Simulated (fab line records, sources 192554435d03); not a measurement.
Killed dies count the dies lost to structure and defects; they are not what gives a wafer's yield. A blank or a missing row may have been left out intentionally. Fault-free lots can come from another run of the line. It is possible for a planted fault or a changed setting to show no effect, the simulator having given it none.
Lot-split experiment || flow n5Finfet || 39 wafers read across 7 lots, on a route 1938 steps long

== ON THE SPLIT ==
At N5_BEOL_M0_SAQP_SPACER1_ALD_98 (deposits SiO2, target thk 12.8 nm, pulse time 1 s, purge time 2 s), the setting aldCycles was moved away from the recipe's 138 on 6 of the 39 wafers read, by -49.3% to -35.5%. For the rest of the wafers, this setting stayed at what the recipe calls for.

== FROM THE SPLIT TO THE READING: what the file shows between them, 2 steps ==
- N5_BEOL_M0_SAQP_SPACER1_ETCHBACK_99: etches SiO2 in CHF3/O2, target depth 15.4 nm, time 7.7 s
- N5_BEOL_M0_SAQP_MANDREL1_REMOVE_100: chemistry HBr/Cl2/O2, target a-Si, stops on SiNx, bt time 10 s

== THE READING ==
cdNm at N5_BEOL_M0_SAQP_CD_MEAS_25, given in nm (cd target 13.1 nm). On this fab line, fault-free wafers typically give 12.75 nm with a standard deviation of 0.22 nm.

{"wafer": "L078.1", "tool, chamber at the split": "aldSin-04, 3,2,1,0,2,1", "aldCycles as run": 138, "against the recipe": "recipe", "cdNm, nm": 13.13, "against lot-mates on the recipe": "-"}
{"wafer": "L078.2", "tool, chamber at the split": "aldSin-04, 3,2,1,0,2,1", "aldCycles as run": 138, "against the recipe": "recipe", "cdNm, nm": 12.71, "against lot-mates on the recipe": "-"}
{"wafer": "L078.3", "tool, chamber at the split": "aldSin-04, 3,2,1,0,2,1", "aldCycles as run": 138, "against the recipe": "recipe", "cdNm, nm": 13.01, "against lot-mates on the recipe": "-"}
{"wafer": "L078.4", "tool, chamber at the split": "aldSin-04, 3,2,1,0,2,1", "aldCycles as run": 138, "against the recipe": "recipe", "cdNm, nm": 12.99, "against lot-mates on the recipe": "-"}
{"wafer": "L078.5", "tool, chamber at the split": "aldSin-04, 3,2,1,0,2,1", "aldCycles as run": 138, "against the recipe": "recipe", "cdNm, nm": 13.07, "against lot-mates on the recipe": "-"}
{"wafer": "L078.6", "tool, chamber at the split": "aldSin-04, 3,2,1,0,2,1", "aldCycles as run": 138, "against the recipe": "recipe", "cdNm, nm": 12.63, "against lot-mates on the recipe": "-"}
{"wafer": "L080.1", "tool, chamber at the split": "aldSin-01, 0,3,2", "aldCycles as run": 138, "against the recipe": "recipe", "cdNm, nm": 12.75, "against lot-mates on the recipe": "-"}
{"wafer": "L080.2", "tool, chamber at the split": "aldSin-01, 0,3,2", "aldCycles as run": 138, "against the recipe": "recipe", "cdNm, nm": 12.53, "against lot-mates on the recipe": "-"}
{"wafer": "L080.3", "tool, chamber at the split": "aldSin-01, 1,3,2", "aldCycles as run": 70, "against the recipe": "-49.3%", "cdNm, nm": 6.45, "against lot-mates on the recipe": -6.19}
{"wafer": "L080.4", "tool, chamber at the split": "aldSin-01, 0,3,2", "aldCycles as run": 138, "against the recipe": "recipe", "cdNm, nm": 12.64, "against lot-mates on the recipe": "-"}
{"wafer": "L080.5", "tool, chamber at the split": "aldSin-01, 1,3,2", "aldCycles as run": 70, "against the recipe": "-49.3%", "cdNm, nm": 6.82, "against lot-mates on the recipe": -5.82}
{"wafer": "L080.6", "tool, chamber at the split": "aldSin-01, 1,3,2", "aldCycles as run": 70, "against the recipe": "-49.3%", "cdNm, nm": 6.41, "against lot-mates on the recipe": -6.23}
{"wafer": "L083.2", "tool, chamber at the split": "aldSin-03, 2,3", "aldCycles as run": 138, "against the recipe": "recipe", "cdNm, nm": 12.56, "against lot-mates on the recipe": "-"}
{"wafer": "L083.3", "tool, chamber at the split": "aldSin-03, 2", "aldCycles as run": 138, "against the recipe": "recipe", "cdNm, nm": 13.20, "against lot-mates on the recipe": "-"}
{"wafer": "L083.5", "tool, chamber at the split": "aldSin-03, 2,3", "aldCycles as run": 138, "against the recipe": "recipe", "cdNm, nm": 12.48, "against lot-mates on the recipe": "-"}
{"wafer": "L087.1", "tool, chamber at the split": "aldSin-01, 0,1,2,3,1,0", "aldCycles as run": 138, "against the recipe": "recipe", "cdNm, nm": 13.10, "against lot-mates on the recipe": "-"}
{"wafer": "L087.2", "tool, chamber at the split": "aldSin-01, 0,1,2,3,1,0", "aldCycles as run": 138, "against the recipe": "recipe", "cdNm, nm": 12.69, "against lot-mates on the recipe": "-"}
{"wafer": "L087.3", "tool, chamber at the split": "aldSin-01, 0,1,2,3,1,0", "aldCycles as run": 138, "against the recipe": "recipe", "cdNm, nm": 12.68, "against lot-mates on the recipe": "-"}
{"wafer": "L087.4", "tool, chamber at the split": "aldSin-01, 0,1,2,3,1,0", "aldCycles as run": 138, "against the recipe": "recipe", "cdNm, nm": 12.58, "against lot-mates on the recipe": "-"}
{"wafer": "L087.5", "tool, chamber at the split": "aldSin-01, 0,1,2,3,1,0", "aldCycles as run": 138, "against the recipe": "recipe", "cdNm, nm": 12.74, "against lot-mates on the recipe": "-"}
{"wafer": "L087.6", "tool, chamber at the split": "aldSin-01, 0,1,2,3,1,0", "aldCycles as run": 138, "against the recipe": "recipe", "cdNm, nm": 12.69, "against lot-mates on the recipe": "-"}
{"wafer": "L090.1", "tool, chamber at the split": "aldSin-04, 2,3,0,1,3,2", "aldCycles as run": 138, "against the recipe": "recipe", "cdNm, nm": 12.69, "against lot-mates on the recipe": "-"}
{"wafer": "L090.2", "tool, chamber at the split": "aldSin-04, 2,3,0,1,3,2", "aldCycles as run": 138, "against the recipe": "recipe", "cdNm, nm": 12.06, "against lot-mates on the recipe": "-"}
{"wafer": "L090.3", "tool, chamber at the split": "aldSin-04, 2,3,0,1,3,2", "aldCycles as run": 138, "against the recipe": "recipe", "cdNm, nm": 12.56, "against lot-mates on the recipe": "-"}
{"wafer": "L090.4", "tool, chamber at the split": "aldSin-04, 2,3,0,1,3,2", "aldCycles as run": 138, "against the recipe": "recipe", "cdNm, nm": 12.69, "against lot-mates on the recipe": "-"}
{"wafer": "L090.5", "tool, chamber at the split": "aldSin-04, 2,3,0,1,3,2", "aldCycles as run": 138, "against the recipe": "recipe", "cdNm, nm": 12.87, "against lot-mates on the recipe": "-"}
{"wafer": "L090.6", "tool, chamber at the split": "aldSin-04, 2,3,0,1,3,2", "aldCycles as run": 138, "against the recipe": "recipe", "cdNm, nm": 13.11, "against lot-mates on the recipe": "-"}
{"wafer": "L096.1", "tool, chamber at the split": "aldSin-01, 1,2,1", "aldCycles as run": 89, "against the recipe": "-35.5%", "cdNm, nm": 8.24, "against lot-mates on the recipe": -4.36}
{"wafer": "L096.2", "tool, chamber at the split": "aldSin-01, 1,2,1", "aldCycles as run": 89, "against the recipe": "-35.5%", "cdNm, nm": 8.03, "against lot-mates on the recipe": -4.57}
{"wafer": "L096.3", "tool, chamber at the split": "aldSin-01, 0,2,0", "aldCycles as run": 138, "against the recipe": "recipe", "cdNm, nm": 12.54, "against lot-mates on the recipe": "-"}
{"wafer": "L096.4", "tool, chamber at the split": "aldSin-01, 1,2,1", "aldCycles as run": 89, "against the recipe": "-35.5%", "cdNm, nm": 8.04, "against lot-mates on the recipe": -4.56}
{"wafer": "L096.5", "tool, chamber at the split": "aldSin-01, 0,2,0", "aldCycles as run": 138, "against the recipe": "recipe", "cdNm, nm": 12.50, "against lot-mates on the recipe": "-"}
{"wafer": "L096.6", "tool, chamber at the split": "aldSin-01, 0,2,0", "aldCycles as run": 138, "against the recipe": "recipe", "cdNm, nm": 12.77, "against lot-mates on the recipe": "-"}
{"wafer": "L097.1", "tool, chamber at the split": "aldSin-03, 3,2,1,0,0,3", "aldCycles as run": 138, "against the recipe": "recipe", "cdNm, nm": 13.04, "against lot-mates on the recipe": "-"}
{"wafer": "L097.2", "tool, chamber at the split": "aldSin-03, 3,2,1,0,0,3", "aldCycles as run": 138, "against the recipe": "recipe", "cdNm, nm": 12.50, "against lot-mates on the recipe": "-"}
{"wafer": "L097.3", "tool, chamber at the split": "aldSin-03, 3,2,1,0,0,3", "aldCycles as run": 138, "against the recipe": "recipe", "cdNm, nm": 13.11, "against lot-mates on the recipe": "-"}
{"wafer": "L097.4", "tool, chamber at the split": "aldSin-03, 3,2,1,0,0,3", "aldCycles as run": 138, "against the recipe": "recipe", "cdNm, nm": 12.79, "against lot-mates on the recipe": "-"}
{"wafer": "L097.5", "tool, chamber at the split": "aldSin-03, 3,2,1,0,0,3", "aldCycles as run": 138, "against the recipe": "recipe", "cdNm, nm": 12.64, "against lot-mates on the recipe": "-"}
{"wafer": "L097.6", "tool, chamber at the split": "aldSin-03, 3,2,1,0,0,3", "aldCycles as run": 138, "against the recipe": "recipe", "cdNm, nm": 13.02, "against lot-mates on the recipe": "-"}
Rows listing several chambers each stand for several wafers; the file does not say which wafer went through which chamber.

FIT RESULTS
A straight line over all 39 wafers: cdNm changes by +0.128 nm for each +1% of aldCycles; r = +0.99; the points scatter about the line by 0.25 nm.
The same after taking each lot's own level away (the mean of its wafers on the recipe; 39 wafers): +0.124 nm for each +1%; r = +0.99; scatter 0.22 nm.
Per that fit: largest aldCycles move, reading shift of 6.1 nm.
Across the lots, their own levels run from 12.603 to 12.923 nm, a range of 1.5 times the standard deviation given above.
The two slopes agree, so the slope changes little with the lot-to-lot level.
Check: -6.12 nm against its lot-mates is what the line predicts for one of the wafers moved furthest among these (-49.3%) when that wafer is left out of the fit. It came out at -6.19 nm against them.

== THE OTHER SPLITS THESE WAFERS WENT THROUGH ==
These wafers also went through other splits before the reading. Each is held against what the fit with the lots' levels taken away leaves over:
{"other split on the same wafers": "N5_FIN_SAQP_PECVD_48 timeS", "wafers away from the commonest value": 15, "r with cdNm (lot level and that fit taken away)": -0.05}

== THE WHOLE CHAIN: every reading that the file lists as answering this split, in the file's order ==
{"step": "N5_BEOL_M0_SAQP_SPACER1_ALD_98", "what it does": "deposits SiO2, target thk 12.8 nm, pulse time 1 s, purge time 2 s", "reading": "SiO2_of_BEOL_M0_SAQP_SPACER1_ALD_98.thkNm (the simulator's own value, which no gauge read)", "change (the file's fit)": "+0.13 nm for each +1% of the setting", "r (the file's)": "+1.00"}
{"step": "N5_BEOL_M0_SAQP_MANDREL1_REMOVE_100", "what it does": "chemistry HBr/Cl2/O2, target a-Si, stops on SiNx, bt time 10 s", "reading": "BEOL_M0_SAQP.cdNm (the simulator's own value, which no gauge read)", "change (the file's fit)": "+0.126 nm for each +1% of the setting", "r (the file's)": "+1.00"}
{"step": "N5_BEOL_M0_SAQP_MANDREL1_REMOVE_100", "what it does": "chemistry HBr/Cl2/O2, target a-Si, stops on SiNx, bt time 10 s", "reading": "SiO2_of_BEOL_M0_SAQP_SPACER1_ALD_98.thkNm (the simulator's own value, which no gauge read)", "change (the file's fit)": "+0.0934 nm for each +1% of the setting", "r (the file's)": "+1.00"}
{"step": "N5_BEOL_M0_SAQP_CD_MEAS_25", "what it does": "target cd 13.1 nm", "reading": "cdNm", "change (the file's fit)": "+0.125 nm for each +1% of the setting", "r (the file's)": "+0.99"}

== THE FILE'S OWN FIT ==
cdNm changes by +0.125 nm for each +1% of aldCycles, r = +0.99.
